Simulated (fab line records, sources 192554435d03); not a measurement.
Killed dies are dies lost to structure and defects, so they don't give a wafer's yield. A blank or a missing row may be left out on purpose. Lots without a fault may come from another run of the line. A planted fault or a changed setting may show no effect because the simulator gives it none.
Which tool did it? | flow n5_finfet | 24 lots, 72 wafers sampled, at 4 steps of a route of 1938

WHAT THE GAUGES READ, wafer by wafer
N5_BEOL_M10_INSPECT_58: inspects for defects (darkfield).
lot  | measured     | on                | raw_defect_count
L074 | day 11 12:26 | defect_inspect-02 | 34 82 59
L075 | day 11 19:32 | defect_inspect-02 | 108 150 116
L077 | day 12 01:05 | defect_inspect-01 | 49 87 55
L076 | day 12 17:32 | defect_inspect-01 | 67 105 55
L078 | day 12 17:37 | defect_inspect-01 | 60 39 60
L079 | day 13 01:52 | defect_inspect-02 | 133 145 97
L080 | day 13 02:22 | defect_inspect-01 | 37 72 39
L081 | day 13 10:44 | defect_inspect-01 | 80 65 70
L082 | day 13 21:40 | defect_inspect-01 | 53 44 43
L083 | day 13 23:12 | defect_inspect-01 | 86 91 101
L084 | day 14 05:40 | defect_inspect-02 | 108 38 89
L086 | day 14 06:46 | defect_inspect-02 | 54 52 53
L085 | day 14 17:45 | defect_inspect-02 | 123 89 72
L087 | day 14 20:49 | defect_inspect-02 | 78 146 77
L088 | day 15 03:22 | defect_inspect-01 | 64 107 81
L089 | day 15 03:53 | defect_inspect-01 | 54 57 33
L090 | day 15 11:39 | defect_inspect-01 | 112 72 81
L092 | day 15 23:54 | defect_inspect-01 | 59 68 56
L091 | day 16 00:32 | defect_inspect-02 | 49 79 111
L093 | day 16 05:37 | defect_inspect-02 | 56 45 73
L094 | day 16 10:50 | defect_inspect-02 | 99 94 146
L095 | day 16 18:01 | defect_inspect-01 | 48 41 42
L096 | day 17 11:02 | defect_inspect-01 | 44 64 56
L097 | day 17 18:04 | defect_inspect-01 | 43 44 61

N5_BEOL_M11_THK_MEAS_01.
lot  | measured     | on            | M11_ILD_THK (nm)
L074 | day 11 13:04 | film_metro-01 | 265 265 270
L075 | day 11 20:39 | film_metro-01 | 268 269 272
L077 | day 12 02:18 | film_metro-01 | 263 267 266
L076 | day 12 18:47 | film_metro-01 | 266 263 266
L078 | day 12 19:16 | film_metro-01 | 266 266 270
L079 | day 13 02:59 | film_metro-02 | 261 259 264
L080 | day 13 03:02 | film_metro-02 | 266 265 267
L081 | day 13 11:22 | film_metro-02 | 264 258 266
L082 | day 13 22:46 | film_metro-01 | 265 264 272
L083 | day 13 23:50 | film_metro-02 | 266 268 271
L084 | day 14 06:17 | film_metro-02 | 265 273 269
L086 | day 14 07:23 | film_metro-02 | 265 264 270
L085 | day 14 18:53 | film_metro-01 | 262 271 266
L087 | day 14 21:27 | film_metro-01 | 267 267 275
L088 | day 15 04:28 | film_metro-02 | 266 265 268
L089 | day 15 04:31 | film_metro-02 | 263 265 271
L090 | day 15 12:17 | film_metro-01 | 262 265 269
L092 | day 16 01:01 | film_metro-01 | 265 269 270
L091 | day 16 01:11 | film_metro-02 | 265 270 270
L093 | day 16 06:43 | film_metro-01 | 261 270 272
L094 | day 16 11:56 | film_metro-02 | 268 269 272
L095 | day 16 18:38 | film_metro-02 | 262 270 269
L096 | day 17 11:40 | film_metro-02 | 266 264 263
L097 | day 17 18:41 | film_metro-02 | 269 267 272

WHICH TOOL RAN EACH LOT (tool, then ch and the chambers of the sampled wafers, then the start)
lot  | N5_BEOL_M10_PRE_CLEAN_45     | N5_BEOL_M10_SPUTTER_48
L074 | pvd_sputter-01, day 11 10:16 | pvd_sputter-02, day 11 11:03
L075 | pvd_sputter-03, day 11 17:16 | pvd_sputter-03, day 11 18:08
L077 | pvd_sputter-01, day 11 23:09 | pvd_sputter-02, day 11 23:47
L076 | pvd_sputter-02, day 12 15:36 | pvd_sputter-02, day 12 16:34
L078 | pvd_sputter-02, day 12 15:43 | pvd_sputter-02, day 12 16:38
L079 | pvd_sputter-03, day 12 22:30 | pvd_sputter-03, day 13 00:36
L080 | pvd_sputter-01, day 13 00:48 | pvd_sputter-03, day 13 01:20
L081 | pvd_sputter-01, day 13 08:41 | pvd_sputter-03, day 13 09:22
L082 | pvd_sputter-01, day 13 18:56 | pvd_sputter-01, day 13 19:41
L083 | pvd_sputter-02, day 13 20:13 | pvd_sputter-01, day 13 22:13
L084 | pvd_sputter-02, day 14 02:04 | pvd_sputter-01, day 14 04:28
L086 | pvd_sputter-02, day 14 05:03 | pvd_sputter-02, day 14 05:35
L085 | pvd_sputter-02, day 14 14:13 | pvd_sputter-02, day 14 16:37
L087 | pvd_sputter-01, day 14 17:45 | pvd_sputter-01, day 14 19:44
L088 | pvd_sputter-02, day 15 01:43 | pvd_sputter-02, day 15 02:23
L089 | pvd_sputter-01, day 15 02:00 | pvd_sputter-01, day 15 02:48
L090 | pvd_sputter-01, day 15 09:16 | pvd_sputter-02, day 15 10:04
L092 | pvd_sputter-01, day 15 21:34 | pvd_sputter-03, day 15 22:27
L091 | pvd_sputter-02, day 15 21:42 | pvd_sputter-01, day 15 22:44
L093 | pvd_sputter-01, day 16 03:35 | pvd_sputter-01, day 16 04:15
L094 | pvd_sputter-02, day 16 08:50 | pvd_sputter-03, day 16 09:41
L095 | pvd_sputter-01, day 16 16:22 | pvd_sputter-03, day 16 17:01
L096 | pvd_sputter-01, day 17 09:19 | pvd_sputter-02, day 17 10:01
L097 | pvd_sputter-03, day 17 16:01 | pvd_sputter-01, day 17 16:34
- N5_BEOL_M10_PRE_CLEAN_45: time 30 s.
- N5_BEOL_M10_SPUTTER_48: material Cu, target thk 12 nm, time 2 s.

WHAT THE TOOLS THEMSELVES READ (means of the sampled wafers that have a number; where no wafer has one, the mark that the record gives instead)
N5_BEOL_M10_PRE_CLEAN_45.
lot  | tool           | heater_power_w (W)
L074 | pvd_sputter-01 | 333
L075 | pvd_sputter-03 | 329
L077 | pvd_sputter-01 | 329
L076 | pvd_sputter-02 | 340
L078 | pvd_sputter-02 | 332
L079 | pvd_sputter-03 | 330
L080 | pvd_sputter-01 | 310
L081 | pvd_sputter-01 | 327
L082 | pvd_sputter-01 | 313
L083 | pvd_sputter-02 | 323
L084 | pvd_sputter-02 | 328
L086 | pvd_sputter-02 | 339
L085 | pvd_sputter-02 | 330
L087 | pvd_sputter-01 | 324
L088 | pvd_sputter-02 | 330
L089 | pvd_sputter-01 | 327
L090 | pvd_sputter-01 | 314
L092 | pvd_sputter-01 | 331
L091 | pvd_sputter-02 | 335
L093 | pvd_sputter-01 | 317
L094 | pvd_sputter-02 | 334
L095 | pvd_sputter-01 | 311
L096 | pvd_sputter-01 | 321
L097 | pvd_sputter-03 | 327

N5_BEOL_M10_SPUTTER_48.
lot  | tool           | throttle_valve_pct (%)
L074 | pvd_sputter-02 | 30.1
L075 | pvd_sputter-03 | 31.1
L077 | pvd_sputter-02 | 29.6
L076 | pvd_sputter-02 | 29.2
L078 | pvd_sputter-02 | 29.9
L079 | pvd_sputter-03 | 31.2
L080 | pvd_sputter-03 | 31.3
L081 | pvd_sputter-03 | 31.4
L082 | pvd_sputter-01 | 30.5
L083 | pvd_sputter-01 | 30.5
L084 | pvd_sputter-01 | 30.4
L086 | pvd_sputter-02 | 29.5
L085 | pvd_sputter-02 | 29.8
L087 | pvd_sputter-01 | 30.5
L088 | pvd_sputter-02 | 30.0
L089 | pvd_sputter-01 | 30.2
L090 | pvd_sputter-02 | 29.5
L092 | pvd_sputter-03 | 31.2
L091 | pvd_sputter-01 | 30.4
L093 | pvd_sputter-01 | 30.2
L094 | pvd_sputter-03 | 30.2
L095 | pvd_sputter-03 | 31.2
L096 | pvd_sputter-02 | 29.9
L097 | pvd_sputter-01 | 30.5

THE ANSWER, worked out from the rows above alone
Rule: what is usual is taken from the lots themselves. Put in order of their means at a reading, lots are off if they are a third of the lots or fewer, leave a main group of 4 or more, and stand apart from it by a gap of 3 or more times the standard deviation of the main group's means; of several such gaps the widest counts. A main group whose means are all the same, to the digits that the tables above print for the reading, isn't used. A lot without any number at a reading at which 4 lots or more have one is off too. The other lots that the step has rows for count as sound. The gauges are gone through in route order, then the tools' own readings, and for those a lot's mean is taken as printed above. The first step at which some lot is off is used, and at that step the reading that is off furthest; a lot without a number counts as furthest.
No lot is off at any reading shown: from this, nothing can be told.

WHAT THE SIMULATOR HAD PUT IN
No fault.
